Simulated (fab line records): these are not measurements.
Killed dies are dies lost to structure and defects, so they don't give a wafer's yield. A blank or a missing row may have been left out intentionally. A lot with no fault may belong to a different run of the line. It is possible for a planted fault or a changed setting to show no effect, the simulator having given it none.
A lot that was struck, set against a sound lot | flow nand-harc | 14 out of 1302 route steps
Sound: wafers L623.2, L623.4, L623.6. Struck: wafers L636.1, L636.4, L636.5. Last of all comes the cause.
Per side, at each step with rows, come the tool, then ch with its chambers, and then its first start. Under that, the readings that differ: sound wafers | struck wafers | difference of the means | sigmas: that difference in standard deviations of wafers without a fault.
alike: same words and numbers on both sides, and readings whose means sit less than 2 such deviations apart. not compared: any withheld reading, any reading some wafer has no value for, any bound like >300 that may hide the same value, and any number with overlapping values for which the record gives no deviation.
Wherever a step has rows on one side only, a row that says differs or no value, or a row with sigmas, the two part there. Numbers that have no deviation but don't overlap get no sigmas and don't part them. A reading that every wafer of one side lacks parts them only if that side has two wafers or more.

NHARC_A_BONDPAD_DEP_00: deposits SiCN, target thk 250 nm.
  sound on pecvd-03 ch 1,2; struck on pecvd-03 ch 0,2, day 29 13:41
  alike: heater-power-w, susceptor-temp-C
NHARC_A_BONDPAD_CMP_29: polishes SiCN, target thk 200 nm.
  sound on cmp-01 ch 0,2, day 23 16:30; struck on cmp-03 ch 0,3, day 29 14:07
  alike: motor-current-A, retaining-ring-pressure-frac
NHARC_A_BONDPAD_THK_MEAS_30: measures by ellipsometry.
  struck on film-metro-02, day 29 14:20; sound on film-metro-02, day 23 16:43
  alike: thk-nm
then, 9 steps without rows for these wafers: NHARC_A_BONDPAD_SRD_31; NHARC_A_BONDPAD_DEHYDRATE_01 (time 120 s); NHARC_A_BONDPAD_HMDS_02 (time 30 s); NHARC_A_BONDPAD_COAT_33 (time 65 s); NHARC_A_BONDPAD_COAT_03 (resist thk 600 nm); NHARC_A_BONDPAD_SOFTBAKE_04 (time 70 s); NHARC_A_BONDPAD_EBR_05; NHARC_A_BONDPAD_EXPOSE_06 (exposes mask A BPAD); NHARC_A_BONDPAD_PEB_07 (peb time 80 s).
NHARC_A_BONDPAD_DEVELOP_08: time 50 s.
  sound on litho-track-03 ch 0, day 23 17:00; struck on litho-track-03, day 29 14:00
  no value came back on the struck wafers for chill-plate-temp-C (C), developer-temp-C (C); on the sound wafers chill-plate-temp-C (C) reads 22.96 23.09 22.91
NHARC_A_BONDPAD_CD_MEAS_09: target cd 500 nm.
  sound on cd-sem-02 ch 0, day 23 17:17; struck on cd-sem-03 ch 0, day 29 14:54
  alike: cd-nm

WHERE THEY PART
NHARC_A_BONDPAD_DEVELOP_08 only, going by this record. Later steps at which nothing parts them and some readings are alike: NHARC_A_BONDPAD_CD_MEAS_09.

WHY: the cause the simulator had injected
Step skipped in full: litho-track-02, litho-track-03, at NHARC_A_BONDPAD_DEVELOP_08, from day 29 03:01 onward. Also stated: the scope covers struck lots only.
